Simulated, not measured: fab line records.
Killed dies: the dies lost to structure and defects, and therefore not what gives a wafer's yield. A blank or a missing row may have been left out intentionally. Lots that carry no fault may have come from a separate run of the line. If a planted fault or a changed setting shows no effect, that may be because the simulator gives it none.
Matching of chambers + flow nand harc + NHARC_A_BLC_STRIP_29 on rie diel-11 has 4 sister chambers
The step strips in CF4. 16 wafers are shown with their chamber, then 8 later ones without.

EACH WAFER AND ITS CHAMBER
| wafer  | chamber | showerhead plenum p Torr (Torr) | drypump motor current A (A) | oes product au (a.u.) |
|--------|---------|---------------------------------|-----------------------------|-----------------------|
| L075.3 | 0       | 1.67                            | 6.5                         | 0.984                 |
| L075.4 | 0       | 1.67                            | 6.5                         | 0.986                 |
| L075.5 | 3       | 1.80                            | 5.8                         | 0.985                 |
| L078.1 | 3       | 1.80                            | 5.8                         | 0.987                 |
| L078.3 | 2       | 1.82                            | 5.8                         | 0.990                 |
| L078.6 | 0       | 1.67                            | 6.6                         | 0.992                 |
| L079.1 | 2       | 1.82                            | 5.8                         | 0.997                 |
| L079.3 | 3       | 1.79                            | 5.8                         | 0.985                 |
| L079.5 | 0       | 1.67                            | 6.5                         | 1.001                 |
| L081.2 | 1       | 1.78                            | 5.7                         | 0.994                 |
| L081.3 | 0       | 1.67                            | 6.6                         | 0.998                 |
| L081.4 | 2       | 1.82                            | 5.8                         | 0.997                 |
| L084.3 | 1       | 1.78                            | 5.7                         | 0.988                 |
| L084.4 | 0       | 1.67                            | 6.6                         | 0.995                 |
| L084.5 | 0       | 1.67                            | 6.6                         | 0.986                 |
| L085.3 | 3       | 1.79                            | 5.8                         | 0.988                 |

SIGNATURES (averages over the wafers above)
| reading                  | chamber 0 | chamber 1 | chamber 2 | chamber 3 | scatter within a chamber |
|--------------------------|-----------|-----------|-----------|-----------|--------------------------|
| showerhead plenum p Torr | 1.6700    | 1.7800    | 1.8200    | 1.7950    | 0.00289                  |
| drypump motor current A  | 6.557     | 5.700     | 5.800     | 5.800     | 0.0378                   |
| oes product au           | 0.99171   | 0.99100   | 0.99467   | 0.98625   | 0.00515                  |
Rule: distance of a wafer from a chamber = root of the sum over the readings of ((wafer's reading minus chamber's mean) / reading's scatter) squared. If the next closest chamber is less than 2 further off than the closest, the wafer can't be placed; otherwise it belongs to the closest. The scatter is the square root of a quotient: the sum, over the shown wafers, of each reading's squared deviation from its chamber's mean, divided by wafers minus chambers.

WAFERS WITH NO CHAMBER GIVEN
| wafer  | showerhead plenum p Torr (Torr) | drypump motor current A (A) | oes product au (a.u.) |
|--------|---------------------------------|-----------------------------|-----------------------|
| L085.4 | 1.78                            | 5.7                         | 1.011                 |
| L085.5 | 1.67                            | 6.5                         | 1.004                 |
| L090.2 | 1.67                            | 6.6                         | 0.993                 |
| L090.4 | 1.79                            | 5.8                         | 0.998                 |
| L090.6 | 1.81                            | 5.8                         | 0.991                 |
| L097.1 | 1.67                            | 6.5                         | 0.996                 |
| L097.2 | 1.79                            | 5.8                         | 0.993                 |
| L097.5 | 1.81                            | 5.8                         | 0.998                 |

WHICH CHAMBER EACH ONE RAN IN
| wafer  | from the rows above     | in truth |
|--------|-------------------------|----------|
| L085.4 | 1                       | 1        |
| L085.5 | 0                       | 0        |
| L090.2 | 0                       | 0        |
| L090.4 | can't be placed: 3 or 1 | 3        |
| L090.6 | can't be placed: 2 or 3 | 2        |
| L097.1 | 0                       | 0        |
| L097.2 | 3                       | 3        |
| L097.5 | 2                       | 2        |
Correct placement for 6 of the 8. Cannot be placed on the basis of these rows: 2; the candidates contain the true chamber in 2. Number placed wrongly: 0.
